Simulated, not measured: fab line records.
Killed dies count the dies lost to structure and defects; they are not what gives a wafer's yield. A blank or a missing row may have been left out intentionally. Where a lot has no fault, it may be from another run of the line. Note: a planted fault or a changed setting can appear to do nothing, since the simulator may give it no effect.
Chamber matching :: flow n5 finfet :: N5_BEOL_M9_STRIP_19 on rie diel-06: 4 sister chambers
The step strips in O2. 4 wafers are shown with their chamber, then 9 later ones without.

WAFERS WITH THEIR CHAMBER
wafer: L085.5
chamber: 0
drypump motor current A (A): 5.88

wafer: L088.1
chamber: 2
drypump motor current A (A): 6.01

wafer: L088.2
chamber: 3
drypump motor current A (A): 5.43

wafer: L088.4
chamber: 1
drypump motor current A (A): 6.26

WAFERS MISSING THEIR CHAMBER
wafer: L091.1
drypump motor current A (A): 5.42

wafer: L091.3
drypump motor current A (A): 5.90

wafer: L091.6
drypump motor current A (A): 6.00

wafer: L090.1
drypump motor current A (A): 5.89

wafer: L090.2
drypump motor current A (A): 5.42

wafer: L090.4
drypump motor current A (A): 6.27

wafer: L094.1
drypump motor current A (A): 5.39

wafer: L094.2
drypump motor current A (A): 6.26

wafer: L094.5
drypump motor current A (A): 6.29

THE CHAMBER EACH PASSED THROUGH
wafer: L091.1
from the rows above: 3
in truth: 3

wafer: L091.3
from the rows above: 0
in truth: 0

wafer: L091.6
from the rows above: 2
in truth: 2

wafer: L090.1
from the rows above: 0
in truth: 0

wafer: L090.2
from the rows above: 3
in truth: 3

wafer: L090.4
from the rows above: 1
in truth: 1

wafer: L094.1
from the rows above: 3
in truth: 3

wafer: L094.2
from the rows above: 1
in truth: 1

wafer: L094.5
from the rows above: 1
in truth: 1
Placed correctly: 9 of 9. From these rows, 0 cannot be placed. 0 placed wrongly.
How it was worked out, from the rows above alone: a wafer's distance from a chamber is the root of the sum, over the readings, of the square of ((its reading less the chamber's mean) divided by the reading's scatter). If the next closest chamber is less than 2 further off than the closest, the wafer can't be placed; otherwise it belongs to the closest. The mean given for a chamber averages the wafers shown for that chamber. The scatter: root of mean squared gap, hidden wafer to nearest shown wafer, with one shown wafer a chamber.
